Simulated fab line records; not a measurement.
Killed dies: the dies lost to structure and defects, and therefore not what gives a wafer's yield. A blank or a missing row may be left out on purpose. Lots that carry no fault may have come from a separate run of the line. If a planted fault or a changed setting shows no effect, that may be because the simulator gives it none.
Split-lot experiment ; flow n5 finfet ; 21 wafers read from 7 lots, route of 1938 steps

THE SPLIT
At N5_MIM_BOT_SPUTTER_00 (material TiN, target thk 35 nm, time 89.7 s), the setting time s was moved away from the recipe's 89.7 s on 6 of the 21 wafers read, by -9.2% to +11.3%. The other wafers ran this setting at the recipe's value.

The split's own step is where the reading is taken.

THE READING
TiN_of_MIM_BOT_SPUTTER_00.thk nm (the simulator's own value, which no gauge read), in nm, at N5_MIM_BOT_SPUTTER_00 (material TiN, target thk 35 nm, time 89.7 s). The file gives no usual value for it. Average 35.1 nm, standard deviation 0.37 nm, over the 15 wafers here run with the recipe.

wafer;tool, chamber at the split;time s as run, s;against the recipe;TiN_of_MIM_BOT_SPUTTER_00.thk nm, nm;against lot-mates on the recipe
L077.1;pvd sputter-02, -;81.45;-9.2%;32.2;-3.2
L077.2;pvd sputter-02, -;89.7;recipe;35.4;-
L077.6;pvd sputter-02, -;81.45;-9.2%;32.6;-2.8
L076.1;pvd sputter-02, -;89.7;recipe;35;-
L076.3;pvd sputter-02, -;89.7;recipe;34.8;-
L076.5;pvd sputter-02, -;98.39;+9.7%;38;+3.1
L082.2;pvd sputter-01, -;89.7;recipe;35.4;-
L082.3;pvd sputter-01, -;89.7;recipe;35.8;-
L082.5;pvd sputter-01, -;89.7;recipe;35.2;-
L079.4;pvd sputter-03, -;96.3;+7.4%;37.6;+2.3
L079.5;pvd sputter-03, -;89.7;recipe;35.2;-
L079.6;pvd sputter-03, -;89.7;recipe;35.4;-
L081.1;pvd sputter-03, -;96.5;+7.6%;38;+2.5
L081.5;pvd sputter-03, -;89.7;recipe;35.6;-
L081.6;pvd sputter-03, -;89.7;recipe;35.4;-
L086.1;pvd sputter-01, -;89.7;recipe;34.6;-
L086.2;pvd sputter-01, -;89.7;recipe;35;-
L086.4;pvd sputter-01, -;99.86;+11.3%;38.8;+4.0
L087.1;pvd sputter-01, -;89.7;recipe;34.8;-
L087.2;pvd sputter-01, -;89.7;recipe;35;-
L087.4;pvd sputter-01, -;89.7;recipe;34.4;-

FIT RESULTS
A straight line over all 21 wafers: TiN_of_MIM_BOT_SPUTTER_00.thk nm changes by +0.316 nm for each +1% of time s; r = +0.98; the points scatter about the line by 0.36 nm.
The same after taking each lot's own level away (the mean of its wafers on the recipe; 21 wafers): +0.331 nm for each +1%; r = +0.99; scatter 0.19 nm.
On that fit, the largest move of time s shifts the reading by 3.7 nm.
The lots' own levels span 34.73 to 35.50 nm, that is 2.1 times the standard deviation above.
Consequently the slope shifts little with the lot-to-lot level, the two slopes agreeing.
Check: +3.66 nm against its lot-mates is what the line predicts for one of the wafers moved furthest among these (+11.3%) when that wafer is left out of the fit. It came out at +4 nm against them.

THE OTHER SPLITS THESE WAFERS WENT THROUGH
Note: prior to the reading, these wafers also went through further splits. Each is held against what the fit with the lots' levels taken away leaves over:
other split on the same wafers;wafers away from the commonest value;r with TiN_of_MIM_BOT_SPUTTER_00.thk nm (lot level and that fit taken away)
N5_BEOL_M13_DEVELOP_27 develop time s;9;+0.08
N5_BEOL_M14_ETCH_68 time s;5;+0.04
N5_BEOL_M15_EXPOSE_25 dose mj;10;-0.30
N5_BEOL_M15_DEVELOP_27 develop time s;10;-0.09
N5_BEOL_M15_CMP_49 down force psi;7;-0.16

FILE'S OWN FIT
TiN_of_MIM_BOT_SPUTTER_00.thk nm changes by +0.332 nm for each +1% of time s, r = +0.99.
